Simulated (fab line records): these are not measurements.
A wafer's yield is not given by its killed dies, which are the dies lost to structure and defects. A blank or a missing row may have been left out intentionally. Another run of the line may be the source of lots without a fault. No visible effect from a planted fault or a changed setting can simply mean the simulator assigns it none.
Which tool is to blame? | flow n5 finfet | Sampling: 24 lots, 72 wafers, 6 of 1938 route steps

## WHAT EACH GAUGE READ, for each wafer
The record holds no reading of a measuring or inspecting step that can be judged against a usual standard deviation.

## WHICH TOOL RAN EACH LOT (tool, then ch and the chambers of the sampled wafers, then the start)
lot  | N5_BEOL_M1_ETCH_69                 | N5_BEOL_M1_DEGAS_44          | N5_BEOL_M1_ANNEAL_82         | N5_BEOL_M1_ANNEAL_87         | N5_BEOL_M1_ANNEAL_89         | N5_BEOL_M1_SPUTTER_96
L074 | rie diel-06 ch 0,2,3, day 6 06:13  | pvd sputter-03, day 6 08:56  | pvd sputter-01, day 6 10:19  | pvd sputter-01, day 6 10:32  | pvd sputter-01, day 6 10:45  | pvd sputter-01, day 6 11:33
L075 | rie diel-06 ch 1,2,3, day 6 09:38  | pvd sputter-01, day 6 22:34  | pvd sputter-02, day 7 00:08  | pvd sputter-02, day 7 00:21  | pvd sputter-02, day 7 00:34  | pvd sputter-02, day 7 01:22
L076 | rie diel-03 ch 0,1, day 6 15:19    | pvd sputter-03, day 6 23:19  | pvd sputter-03, day 7 00:29  | pvd sputter-03, day 7 00:42  | pvd sputter-03, day 7 00:55  | pvd sputter-03, day 7 01:43
L077 | rie diel-03 ch 2,3, day 7 00:13    | pvd sputter-02, day 7 02:05  | pvd sputter-02, day 7 03:16  | pvd sputter-02, day 7 03:29  | pvd sputter-02, day 7 03:42  | pvd sputter-02, day 7 04:30
L078 | rie diel-06 ch 0,1, day 7 00:18    | pvd sputter-02, day 7 05:18  | pvd sputter-03, day 7 06:37  | pvd sputter-03, day 7 06:50  | pvd sputter-03, day 7 07:04  | pvd sputter-03, day 7 07:52
L079 | rie diel-06 ch 0,3, day 7 07:26    | pvd sputter-02, day 7 08:59  | pvd sputter-03, day 7 10:37  | pvd sputter-03, day 7 10:50  | pvd sputter-03, day 7 11:04  | pvd sputter-03, day 7 11:52
L081 | rie diel-06 ch 0,1,2, day 8 03:38  | pvd sputter-03, day 8 09:48  | pvd sputter-02, day 8 11:54  | pvd sputter-02, day 8 12:07  | pvd sputter-02, day 8 12:20  | pvd sputter-02, day 8 13:08
L080 | rie diel-03 ch 0,2,3, day 8 04:17  | pvd sputter-02, day 8 16:20  | pvd sputter-03, day 8 17:28  | pvd sputter-03, day 8 17:41  | pvd sputter-03, day 8 17:54  | pvd sputter-03, day 8 18:42
L082 | rie diel-03 ch 0,1,2, day 8 05:49  | pvd sputter-02, day 8 16:25  | pvd sputter-02, day 8 17:33  | pvd sputter-02, day 8 17:46  | pvd sputter-02, day 8 17:59  | pvd sputter-02, day 8 18:47
L083 | rie diel-06 ch 0,3, day 8 12:43    | pvd sputter-02, day 8 16:43  | pvd sputter-02, day 8 19:26  | pvd sputter-02, day 8 19:39  | pvd sputter-02, day 8 19:52  | pvd sputter-02, day 8 20:40
L084 | rie diel-03 ch 0,1, day 8 13:36    | pvd sputter-03, day 9 00:08  | pvd sputter-03, day 9 01:16  | pvd sputter-03, day 9 01:29  | pvd sputter-03, day 9 01:42  | pvd sputter-03, day 9 02:30
L085 | rie diel-02 ch 0,1,2, day 8 21:35  | pvd sputter-03, day 9 02:55  | pvd sputter-02, day 9 04:06  | pvd sputter-02, day 9 04:19  | pvd sputter-02, day 9 04:32  | pvd sputter-02, day 9 05:20
L086 | rie diel-02 ch 0,1,2, day 9 01:23  | pvd sputter-03, day 10 02:39 | pvd sputter-02, day 10 03:52 | pvd sputter-02, day 10 04:05 | pvd sputter-02, day 10 04:19 | pvd sputter-02, day 10 05:07
L087 | rie diel-03 ch 1,2, day 9 11:20    | pvd sputter-01, day 9 17:21  | pvd sputter-02, day 9 18:48  | pvd sputter-02, day 9 19:01  | pvd sputter-02, day 9 19:14  | pvd sputter-02, day 9 20:02
L088 | rie diel-02 ch 0,1,3, day 9 11:35  | pvd sputter-03, day 9 17:21  | pvd sputter-01, day 9 18:56  | pvd sputter-01, day 9 19:09  | pvd sputter-01, day 9 19:22  | pvd sputter-01, day 9 20:10
L089 | rie diel-03 ch 0,1,2, day 9 22:37  | pvd sputter-02, day 10 11:07 | pvd sputter-02, day 10 12:14 | pvd sputter-02, day 10 12:27 | pvd sputter-02, day 10 12:40 | pvd sputter-02, day 10 13:28
L090 | rie diel-02 ch 0,1,3, day 10 03:19 | pvd sputter-01, day 11 02:15 | pvd sputter-01, day 11 03:29 | pvd sputter-01, day 11 03:43 | pvd sputter-01, day 11 03:56 | pvd sputter-01, day 11 04:44
L091 | rie diel-02 ch 2,3, day 10 08:59   | pvd sputter-01, day 11 02:20 | pvd sputter-03, day 11 03:54 | pvd sputter-03, day 11 04:07 | pvd sputter-03, day 11 04:20 | pvd sputter-03, day 11 05:08
L092 | rie diel-03 ch 1,2, day 10 12:40   | pvd sputter-03, day 11 11:03 | pvd sputter-02, day 11 12:22 | pvd sputter-02, day 11 12:35 | pvd sputter-02, day 11 12:48 | pvd sputter-02, day 11 13:36
L093 | rie diel-06 ch 0,1, day 11 01:52   | pvd sputter-02, day 11 22:36 | pvd sputter-03, day 11 23:54 | pvd sputter-03, day 12 00:07 | pvd sputter-03, day 12 00:20 | pvd sputter-03, day 12 01:08
L094 | rie diel-02 ch 0,3, day 11 02:07   | pvd sputter-02, day 11 22:46 | pvd sputter-02, day 12 00:07 | pvd sputter-02, day 12 00:20 | pvd sputter-02, day 12 00:34 | pvd sputter-02, day 12 01:22
L095 | rie diel-02 ch 2,3, day 11 12:11   | pvd sputter-03, day 12 16:00 | pvd sputter-01, day 12 17:11 | pvd sputter-01, day 12 17:24 | pvd sputter-01, day 12 17:37 | pvd sputter-01, day 12 18:25
L096 | rie diel-03 ch 0,1,3, day 11 19:37 | pvd sputter-03, day 12 09:42 | pvd sputter-03, day 12 11:06 | pvd sputter-03, day 12 11:19 | pvd sputter-03, day 12 11:32 | pvd sputter-03, day 12 12:20
L097 | rie diel-02 ch 1,3, day 12 05:25   | pvd sputter-02, day 13 00:52 | pvd sputter-02, day 13 02:09 | pvd sputter-02, day 13 02:22 | pvd sputter-02, day 13 02:35 | pvd sputter-02, day 13 03:23
- N5_BEOL_M1_ETCH_69: etches SiARC in CF4, target depth 15.6 nm, time 26 s.
- N5_BEOL_M1_DEGAS_44: time 60 s.
- N5_BEOL_M1_ANNEAL_82: time 240 s.
- N5_BEOL_M1_ANNEAL_87: time 240 s.
- N5_BEOL_M1_ANNEAL_89: time 240 s.
- N5_BEOL_M1_SPUTTER_96: material Cu, target thk 4.5 nm, time 8.29 s.

## WHAT THE TOOLS THEMSELVES READ (means of the sampled wafers that have a number; where no wafer has one, the mark that the record gives instead)
N5_BEOL_M1_ETCH_69. Usual: bias w 36.01 W, standard deviation 0.11; drypump motor current A 5.7 A, standard deviation 0.37; etch rf on time s 26.2 s, standard deviation 1; mfc ar sccm 100.0 sccm, standard deviation 0.32; oes product au 0.67 a.u., standard deviation 0.063; rf vpp V 184.0 V, standard deviation 1.3; showerhead plenum p Torr 2.14 Torr, standard deviation 0.072; throttle valve pct 15.61 %, standard deviation 0.19.
lot  | tool        | bias w (W) | drypump motor current A (A) | etch rf on time s (s) | mfc ar sccm (sccm) | oes product au (a.u.) | rf vpp V (V) | showerhead plenum p Torr (Torr) | throttle valve pct (%) | flag
L074 | rie diel-06 | 36.07      | 5.7                         | 26.2                  | 99.9               | 0.71                  | 182.7        | 2.08                            | 15.53                  |
L075 | rie diel-06 | 36.02      | 5.7                         | 26.5                  | 100.0              | 0.67                  | 183.4        | 2.11                            | 15.69                  |
L076 | rie diel-03 | 36.04      | 6.1                         | 27.0                  | 100.3              | 0.72                  | 183.7        | 2.18                            | 15.53                  |
L077 | rie diel-03 | 36.04      | 5.2                         | 25.8                  | 100.0              | 0.62                  | 185.2        | 2.20                            | 15.72                  |
L078 | rie diel-06 | 36.05      | 5.4                         | 26.4                  | 100.1              | 0.76                  | 183.6        | 2.15                            | 15.46                  |
L079 | rie diel-06 | 35.86      | 5.6                         | 25.4                  | 100.0              | 0.75                  | 183.2        | 2.11                            | 15.41                  |
L081 | rie diel-06 | 36.06      | 5.6                         | 26.1                  | 99.8               | 0.74                  | 183.8        | 2.09                            | 15.47                  |
L080 | rie diel-03 | 36.07      | 5.4                         | 26.3                  | 100.0              | 0.66                  | 184.4        | 2.20                            | 15.68                  |
L082 | rie diel-03 | 35.98      | 6.0                         | 26.3                  | 100.2              | 0.66                  | 184.8        | 2.18                            | 15.60                  |
L083 | rie diel-06 | 35.97      | 5.6                         | 25.6                  | 100.1              | 0.74                  | 182.7        | 2.11                            | 15.43                  |
L084 | rie diel-03 | 36.05      | 6.2                         | 27.3                  | 99.7               | 0.70                  | 183.7        | 2.18                            | 15.57                  |
L085 | rie diel-02 | 35.99      | 5.5                         | 25.3                  | 100.3              | 0.69                  | 183.9        | 2.16                            | 15.50                  |
L086 | rie diel-02 | 35.98      | 5.5                         | 25.4                  | 100.3              | 0.69                  | 184.8        | 2.16                            | 15.51                  |
L087 | rie diel-03 | 36.09      | 5.7                         | 26.0                  | 100.2              | 0.61                  | 184.4        | 2.17                            | 15.67                  |
L088 | rie diel-02 | 36.03      | 5.5                         | 26.3                  | 99.9               | 0.67                  | 183.4        | 2.12                            | 15.54                  |
L089 | rie diel-03 | 35.91      | 6.0                         | 26.5                  | 100.1              | 0.65                  | 184.9        | 2.17                            | 15.62                  |
L090 | rie diel-02 | 36.06      | 5.5                         | 26.5                  | 99.8               | 0.67                  | 183.8        | 2.12                            | 15.54                  |
L091 | rie diel-02 | 35.81      | 5.6                         | 26.4                  | 100.0              | 0.63                  | 183.3        | 2.06                            | 15.75                  |
L092 | rie diel-03 | 35.87      | 5.7                         | 25.8                  | 99.9               | 0.61                  | 184.3        | 2.17                            | 15.67                  |
L093 | rie diel-06 | 35.93      | 5.4                         | 26.3                  | 100.1              | 0.72                  | 183.9        | 2.14                            | 15.51                  |
L094 | rie diel-02 | 36.04      | 5.6                         | 27.3                  | 100.0              | 0.63                  | 183.6        | 2.03                            | 15.67                  |
L095 | rie diel-02 | 36.07      | 5.6                         | 25.3                  | 99.8               | 0.63                  | 183.9        | 2.10                            | 15.76                  |
L096 | rie diel-03 | 36.02      | 5.8                         | 26.2                  | 100.3              | 0.67                  | 184.3        | 2.18                            | 15.74                  |
L097 | rie diel-02 | 36.01      | 5.6                         | 26.6                  | 100.1              | 0.64                  | 183.9        | 2.10                            | 15.68                  |

N5_BEOL_M1_DEGAS_44. Usual: heater power w reads 324 W (standard deviation 23).
lot  | tool           | heater power w (W) | flag
L074 | pvd sputter-03 | 331                |
L075 | pvd sputter-01 | 318                |
L076 | pvd sputter-03 | 334                |
L077 | pvd sputter-02 | 306                |
L078 | pvd sputter-02 | 321                |
L079 | pvd sputter-02 | 294                |
L081 | pvd sputter-03 | 331                |
L080 | pvd sputter-02 | 306                |
L082 | pvd sputter-02 | 316                |
L083 | pvd sputter-02 | 301                |
L084 | pvd sputter-03 | 335                |
L085 | pvd sputter-03 | 323                |
L086 | pvd sputter-03 | 330                |
L087 | pvd sputter-01 | 346                |
L088 | pvd sputter-03 | 333                |
L089 | pvd sputter-02 | 289                |
L090 | pvd sputter-01 | 312                |
L091 | pvd sputter-01 | 335                |
L092 | pvd sputter-03 | 323                |
L093 | pvd sputter-02 | 315                |
L094 | pvd sputter-02 | 304                |
L095 | pvd sputter-03 | 320                |
L096 | pvd sputter-03 | 334                |
L097 | pvd sputter-02 | 321                |

N5_BEOL_M1_ANNEAL_82. Usual: heater power w reads 811 W (standard deviation 59).
lot  | tool           | heater power w (W) | flag
L074 | pvd sputter-01 | 832                |
L075 | pvd sputter-02 | 774                |
L076 | pvd sputter-03 | 831                |
L077 | pvd sputter-02 | 844                |
L078 | pvd sputter-03 | 840                |
L079 | pvd sputter-03 | 813                |
L081 | pvd sputter-02 | 754                |
L080 | pvd sputter-03 | 800                |
L082 | pvd sputter-02 | 785                |
L083 | pvd sputter-02 | 835                |
L084 | pvd sputter-03 | 832                |
L085 | pvd sputter-02 | 757                |
L086 | pvd sputter-02 | 719                |
L087 | pvd sputter-02 | 790                |
L088 | pvd sputter-01 | 879                |
L089 | pvd sputter-02 | 760                |
L090 | pvd sputter-01 | 884                |
L091 | pvd sputter-03 | 829                |
L092 | pvd sputter-02 | 803                |
L093 | pvd sputter-03 | 806                |
L094 | pvd sputter-02 | 792                |
L095 | pvd sputter-01 | 862                |
L096 | pvd sputter-03 | 846                |
L097 | pvd sputter-02 | 786                |

N5_BEOL_M1_ANNEAL_87. Usual: heater power w reads 812 W (standard deviation 56).
lot  | tool           | heater power w (W) | flag
L074 | pvd sputter-01 | 843                |
L075 | pvd sputter-02 | 779                |
L076 | pvd sputter-03 | 816                |
L077 | pvd sputter-02 | 834                |
L078 | pvd sputter-03 | 840                |
L079 | pvd sputter-03 | 821                |
L081 | pvd sputter-02 | 756                |
L080 | pvd sputter-03 | 801                |
L082 | pvd sputter-02 | 795                |
L083 | pvd sputter-02 | 832                |
L084 | pvd sputter-03 | 834                |
L085 | pvd sputter-02 | 761                |
L086 | pvd sputter-02 | 737                |
L087 | pvd sputter-02 | 796                |
L088 | pvd sputter-01 | 871                |
L089 | pvd sputter-02 | 757                |
L090 | pvd sputter-01 | 873                |
L091 | pvd sputter-03 | 824                |
L092 | pvd sputter-02 | 804                |
L093 | pvd sputter-03 | 797                |
L094 | pvd sputter-02 | 785                |
L095 | pvd sputter-01 | 874                |
L096 | pvd sputter-03 | 845                |
L097 | pvd sputter-02 | 785                |

N5_BEOL_M1_ANNEAL_89. Usual: heater power w reads 810 W (standard deviation 56).
lot  | tool           | heater power w (W) | flag
L074 | pvd sputter-01 | 837                |
L075 | pvd sputter-02 | 770                |
L076 | pvd sputter-03 | 836                |
L077 | pvd sputter-02 | 840                |
L078 | pvd sputter-03 | 847                |
L079 | pvd sputter-03 | 822                |
L081 | pvd sputter-02 | 756                |
L080 | pvd sputter-03 | 810                |
L082 | pvd sputter-02 | 789                |
L083 | pvd sputter-02 | 824                |
L084 | pvd sputter-03 | 827                |
L085 | pvd sputter-02 | 753                |
L086 | pvd sputter-02 | 734                |
L087 | pvd sputter-02 | 784                |
L088 | pvd sputter-01 | 854                |
L089 | pvd sputter-02 | 761                |
L090 | pvd sputter-01 | 870                |
L091 | pvd sputter-03 | 830                |
L092 | pvd sputter-02 | 805                |
L093 | pvd sputter-03 | 810                |
L094 | pvd sputter-02 | 771                |
L095 | pvd sputter-01 | 868                |
L096 | pvd sputter-03 | 846                |
L097 | pvd sputter-02 | 787                |

N5_BEOL_M1_SPUTTER_96. Usual: throttle valve pct reads 29.7 % (standard deviation 0.8).
lot  | tool           | throttle valve pct (%) | flag
L074 | pvd sputter-01 | 29.4                   |
L075 | pvd sputter-02 | 29.2                   |
L076 | pvd sputter-03 | 28.7                   |
L077 | pvd sputter-02 | 29.9                   |
L078 | pvd sputter-03 | 29.4                   |
L079 | pvd sputter-03 | 29.0                   |
L081 | pvd sputter-02 | 29.2                   |
L080 | pvd sputter-03 | 29.5                   |
L082 | pvd sputter-02 | 29.6                   |
L083 | pvd sputter-02 | 30.0                   |
L084 | pvd sputter-03 | 28.7                   |
L085 | pvd sputter-02 | 29.2                   |
L086 | pvd sputter-02 | 29.5                   |
L087 | pvd sputter-02 | 29.6                   |
L088 | pvd sputter-01 | 30.0                   |
L089 | pvd sputter-02 | 29.3                   |
L090 | pvd sputter-01 | 30.1                   |
L091 | pvd sputter-03 | 30.0                   |
L092 | pvd sputter-02 | 29.5                   |
L093 | pvd sputter-03 | 29.7                   |
L094 | pvd sputter-02 | 29.8                   |
L095 | pvd sputter-01 | 30.0                   |
L096 | pvd sputter-03 | 29.2                   |
L097 | pvd sputter-02 | 29.7                   |

## THE ANSWER, worked out from the rows above alone
Rule: a lot counts as off when the mean over its wafers that have a number is more than 3 standard deviations away from the usual mean. A lot without any number at a reading at which 4 lots or more have one is off too. Any other lot the step has rows for is counted as sound. The gauges are gone through in route order, then the tools' own readings, and for those a lot's mean is taken as printed above. At the first step where some lot is off, the reading lying furthest off is the one used; lots without a number count as furthest.
No lot is off on any of the readings shown, so nothing can be concluded from this.

## WHAT THE SIMULATOR PUT IN
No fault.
